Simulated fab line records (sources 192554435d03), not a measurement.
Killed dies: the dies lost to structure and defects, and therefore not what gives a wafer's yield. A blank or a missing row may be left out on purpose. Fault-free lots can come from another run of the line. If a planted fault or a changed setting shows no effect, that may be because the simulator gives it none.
fab line records -- flow n5_finfet
record lots=4, wafers=12, last_day=16
route steps=1938 shown PMOS_HMC_CHANNEL_EPI@68 FIN_SAQP@90 BEOL_M4@1111
lots with no fault: from the same line, run without faults
start_h: the number of hours between the record's first day and the start of the first shown wafer of the lot -- wait_h: time in hours since the lot's previous step -- " as in the row above -- L1.1+2: one row covering several wafers at once -- - no value present, or no start provided -- * or withheld: withheld -- < > ~ a bound
route shown NAME@n: NAME is a module with steps in the file, n the number in the route of the first one -- usual: the fault-free wafers' mean and standard deviation -- same: alike in all rows -- chamber/n: place in a boat -- sites: each site's reading -- _std_site: standard deviation across them -- _edge_site: the outer-site mean with the inner-site mean subtracted -- radius_mm: how far each site lies from the wafer's centre -- mask NAME#n: copy n -- behind: the most recent tool/chamber to have shaped the wafer -- hold: why the lot went on hold/how many hours it stayed there/how the hold came to an end -- device: which transistor (n, p or np) failed to switch -- end of line: the route-end tests of the same wafers -- a step without rows: its recipe alone -- killed: not the wafer's yield, but the dies lost to structure and defects at the first sort -- map: shows each die of a wafer: x if killed, . if not, _ if none is there
set.NAME: the run value of the setting; set.NAME@STEP: its run value at that earlier step -- model.NAME: the simulator's own value behind a step, which no gauge read
certain route steps with their lots: each step a table, each wafer a row
services: when a tool's chamber went out of use (start_h, in hours from the record's first day, below 0 if earlier), for how many hours, and the reason
## steps
# step N5_PMOS_HMC_CHANNEL_EPI_DESCUM_14
# recipe chemistry=O2, time_s=7.9, source_power_w=50, bias_power_w=20, pressure_mtorr=20, rf_frequency_hz=2.712e+07, temp_c=40, resist=CAR-ArF-block, o2_flow_sccm=225
# step N5_PMOS_HMC_CHANNEL_EPI_ETCH_32
# recipe chemistry=N2/H2, target=BARC, stop_on=SiO2, target_depth_a=858, over_etch_frac=0.3, time_s=50.3, ion_energy_ev=200, mask_material=CAR-ArF-block, pressure_mtorr=30, source_w=840, bias_w=150, n2_flow_sccm=200, h2_flow_sccm=200
# step N5_PMOS_HMC_CHANNEL_EPI_HM_OPEN_15
# recipe chemistry=CHF3/O2, target=SiO2, mask_material=CAR-ArF-block, target_depth_a=406, CHF3_flow_sccm=50, O2_flow_sccm=5, Ar_flow_sccm=200, time_s=20.3, pressure_mtorr=30, source_w=650, bias_w=170, ion_energy_ev=200
# step N5_PMOS_HMC_CHANNEL_EPI_STRIP_33
# recipe chemistry=N2/H2, power_w=500, temp_c=40, pressure_mtorr=50, rf_frequency_hz=6e+07, overash_fraction=0.3, bias_power_w=8, h2_frac=0.5, n2_flow_sccm=300, h2_flow_sccm=300
# step N5_PMOS_HMC_CHANNEL_EPI_STRIP_17
# recipe chemistry=SPM, time_s=750, temp_c=130, h2so4_h2o2_vol_ratio=4, dry=ipa_marangoni
# step N5_PMOS_HMC_CHANNEL_EPI_ETCH_38
# recipe chemistry=CF4, target=SiO2, target_depth_a=15, ion_energy_ev=350, pressure_mtorr=10, icp_w=800, bias_w=400, cf4_flow_sccm=80
# step N5_PMOS_HMC_CHANNEL_EPI_FIN_RECESS_16
# recipe chemistry=HBr/Cl2, target=Si, mask_material=SiO2, target_depth_a=540, time_s=18, pressure_mtorr=10, icp_w=800, bias_w=75, HBr_flow_sccm=150, Cl2_flow_sccm=80
# step N5_PMOS_HMC_CHANNEL_EPI_PRECLEAN_36
# recipe chemistry=O3/DIW, time_s=45, temp_c=22, o3_ppm=10
# step N5_PMOS_HMC_CHANNEL_EPI_PRECLEAN_18
# recipe chemistry=DHF, time_s=30, temp_c=25, dilution=withheld
# step N5_PMOS_HMC_CHANNEL_EPI_SRD_19
# recipe dry=ipa_marangoni, do_ppb=5, time_s=30, temp_c=23, rinse_liquid=diw
# step N5_PMOS_HMC_CHANNEL_EPI_EPI_20
# recipe material=SiGe30, mask_material=SiO2, pressure_torr=20, target_thk_a=590, temp_c=600
lot.wafer,tool,chamber,start_h,wait_h
L359.2+4+5,epi_rpcvd-02,0,24.22,0.2
L368.4+5+6,epi_rpcvd-04,0,79.18,0.6
L374.2+5+6,epi_rpcvd-02,0,114.50,0.3
L376.3+5+6,epi_rpcvd-02,0,126.64,0.6
# step N5_PMOS_HMC_CHANNEL_EPI_HM_STRIP_35
# recipe chemistry=dHF, temp_c=25, material=SiO2, target=SiO2, target_depth_a=396, time_s=216
# step N5_PMOS_HMC_CHANNEL_EPI_SRD_39
# recipe dry=ipa_marangoni, time_s=30, temp_c=23, rinse_liquid=diw
# step N5_PMOS_HMC_CHANNEL_EPI_CMP_21
# recipe material=SiGe30, post_cmp_clean=alkaline_brush, target_thk_nm=54
# step N5_PMOS_HMC_CHANNEL_EPI_PRECLEAN_40
# recipe chemistry=DHF, time_s=30, temp_c=25, dilution=withheld
# step N5_PMOS_HMC_CHANNEL_EPI_PRECLEAN_37
# recipe chemistry=O3/DIW, time_s=45, temp_c=22, o3_ppm=10
# step N5_PMOS_HMC_CHANNEL_EPI_PRECLEAN_24
# recipe chemistry=DHF, time_s=30, temp_c=25, dilution=withheld
# step N5_PMOS_HMC_CHANNEL_EPI_SRD_25
# recipe dry=ipa_marangoni, do_ppb=5, time_s=30, temp_c=23, rinse_liquid=diw
# step N5_PMOS_HMC_CHANNEL_EPI_EPI_26
# recipe material=Si, target_thk_a=38, temp_c=650, precursor=SiH4/H2, pressure_torr=20, time_s=22.7
# step N5_FIN_SAQP_PRECLEAN_42
# recipe chemistry=O3/DIW, time_s=60, temp_c=22, o3_ppm=10
# step N5_FIN_SAQP_PRECLEAN_00
# recipe chemistry=SC1, time_s=60, temp_c=55, mix=1:2:50
# step N5_FIN_SAQP_PRECLEAN_44
# recipe chemistry=SC2, time_s=45, temp_c=35, mix=1:1:50
# step N5_FIN_SAQP_SRD_01
# recipe dry=ipa_marangoni, time_s=30, temp_c=23, rinse_liquid=diw
# step N5_FIN_SAQP_ALD_61
# recipe material=SiO2, target_thk_a=40, temp_c=300, ald_precursor_family=BDEAS, ald_co_reactant=O2-plasma, pulse_time_s=1, purge_time_s=2, co_reactant_purge_time_s=2, ald_cycles=43, pressure_torr=2
# step N5_FIN_SAQP_DENSIFY_62
# recipe temp_c=700, time_s=60, ambient=N2, idle_temp_c=600, ramp_up_c_per_s=150, ramp_down_c_per_s=60, cool_to_c=600
# step N5_FIN_SAQP_HM_DEP_03
# recipe material=SiNx, target_thk_a=380, temp_c=400, precursor=SiH4/NH3/N2, pressure_torr=1.5, rf_w=300, time_s=33.6
# step N5_FIN_SAQP_PECVD_47
# recipe material=a-Si, target_thk_a=450, temp_c=400, precursor=SiH4/He, pressure_torr=3, rf_w=100, time_s=36.3
# step N5_FIN_SAQP_PECVD_48
# recipe material=SiNx, target_thk_a=250, temp_c=400, precursor=SiH4/NH3/N2, pressure_torr=1.5, rf_w=300, time_s=22.1
# step N5_FIN_SAQP_PECVD_06
# recipe material=a-Si, target_thk_a=600, temp_c=400, precursor=SiH4/He, pressure_torr=3, rf_w=100, time_s=48.1
# step N5_FIN_SAQP_HM_DEP_72
# recipe material=SiO2, target_thk_a=120, temp_c=400, precursor=SiH4/N2O, pressure_torr=0.75, rf_w=275, time_s=7.2
# step N5_FIN_SAQP_COAT_49
# recipe resist=SOC, temp_c=250, time_s=60, spin_rpm=1500, resist_thk_nm=100
# step N5_FIN_SAQP_COAT_50
# recipe resist=SiARC, temp_c=220, time_s=60, spin_rpm=1500, resist_thk_nm=35
# step N5_FIN_SAQP_COAT_10
# recipe resist=CAR-ArF, spin_rpm=1500, resist_thk_nm=90
# step N5_FIN_SAQP_EBR_12
# recipe solvent=PGMEA, ebr_width_mm=1.5
# step N5_FIN_SAQP_SOFTBAKE_11
# recipe temp_c=110, time_s=60, resist=CAR-ArF
# step N5_BEOL_M4_RC_MEAS_101
# usual DIBL_N=35.8/1.8, DIBL_P=35.6/2, IOFF_N=0.148/0.028, IOFF_P=0.20/0.034, IOFF_P_LONG=0.000107/9.6e-06, ION_N=672/12, ION_P=462/8.5, SS_N=71.2/0.65, SS_P=73.1/0.67, VT_N=251/3.3, VT_P=-251/3.8, VT_P_LONG=-275/3.6
lot.wafer,tool,chamber,start_h,wait_h,DIBL_N[mV/V],DIBL_P[mV/V],IOFF_N[nA/um],IOFF_P[nA/um],IOFF_P_LONG[nA/um],ION_N[uA/um],ION_P[uA/um],SS_N[mV/dec],SS_P[mV/dec],VT_N[mV],VT_P[mV],VT_P_LONG[mV]
L359.2,prober-01,0,171.13,0.2,37.9,39.4,0.177,0.23,0.000101,676,472,70.7,74.2,249,-248,-275
L359.4,prober-01,0,171.13,0.2,34.7,35.9,0.128,0.19,0.0001,672,465,70.4,73.0,251,-252,-275
L359.5,prober-01,0,171.13,0.2,36.8,38.1,0.155,0.22,0.000108,676,466,70.5,72.9,249,-248,-274
L368.4,prober-01,0,221.97,0.5,35.9,36.5,0.144,0.20,9.6e-05,674,469,71.4,73.4,252,-253,-279
L368.5,prober-01,0,221.97,0.5,35.4,35.2,0.135,0.18,0.0001,678,466,69.6,72.9,253,-253,-276
L368.6,prober-01,0,221.97,0.5,35.8,34.9,0.143,0.18,9.6e-05,665,454,70.8,73.1,253,-253,-279
L374.2,prober-01,0,262.67,0.2,38.2,37.9,0.196,0.32,0.000132,683,485,71.8,73.6,247,-241,-264
L374.5,prober-01,0,262.67,0.2,35.0,34.3,0.128,0.23,0.000134,668,480,71.6,73.5,254,-247,-266
L374.6,prober-01,0,262.67,0.2,34.9,34.1,0.134,0.25,0.000138,679,477,70.9,72.8,254,-243,-265
L376.3,prober-01,0,267.62,0.3,37.0,37.3,0.157,0.29,0.000132,676,481,71.7,73.4,250,-243,-264
L376.5,prober-01,0,267.62,0.3,37.7,37.7,0.160,0.28,0.000132,668,478,71.7,74.0,251,-242,-268
L376.6,prober-01,0,267.62,0.3,36.9,36.4,0.158,0.26,0.000131,673,472,72.4,73.2,250,-243,-268
## services
tool,chamber,start_h,hours,kind
epi_rpcvd-02,-,35.67,14.6,pm
## key
first_sign step=N5_BEOL_M4_RC_MEAS_101, reading=IOFF_P_LONG, direction=up, sigmas=2.8, usual=0.000107, struck=0.000133
effect step=N5_BEOL_M4_RC_MEAS_101, reading=VT_P_LONG, direction=up, sigmas=2.6, usual=-275, struck=-266
effect step=N5_BEOL_M4_RC_MEAS_101, reading=IOFF_P, direction=up, sigmas=2.2, usual=0.20, struck=0.27, wafers_moved=5
effect step=N5_BEOL_M4_RC_MEAS_101, reading=VT_P, direction=up, sigmas=2, usual=-251, struck=-243
effect step=N5_BEOL_M4_RC_MEAS_101, reading=ION_P, direction=up, sigmas=2, usual=462, struck=479
met_at N5_PMOS_HMC_CHANNEL_EPI_EPI_20
struck_wafers L374.2,L374.5,L374.6,L376.3,L376.5,L376.6
onset_between 24.22 114.50
also_fits time
fault kind=process_parameter_drift, tool=epi_rpcvd-02, chamber=-, onset_h=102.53, steps=N5_PMOS_HMC_CHANNEL_EPI_EPI_20, channel=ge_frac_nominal, offset=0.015, shape=step, end_h=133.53, stated=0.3
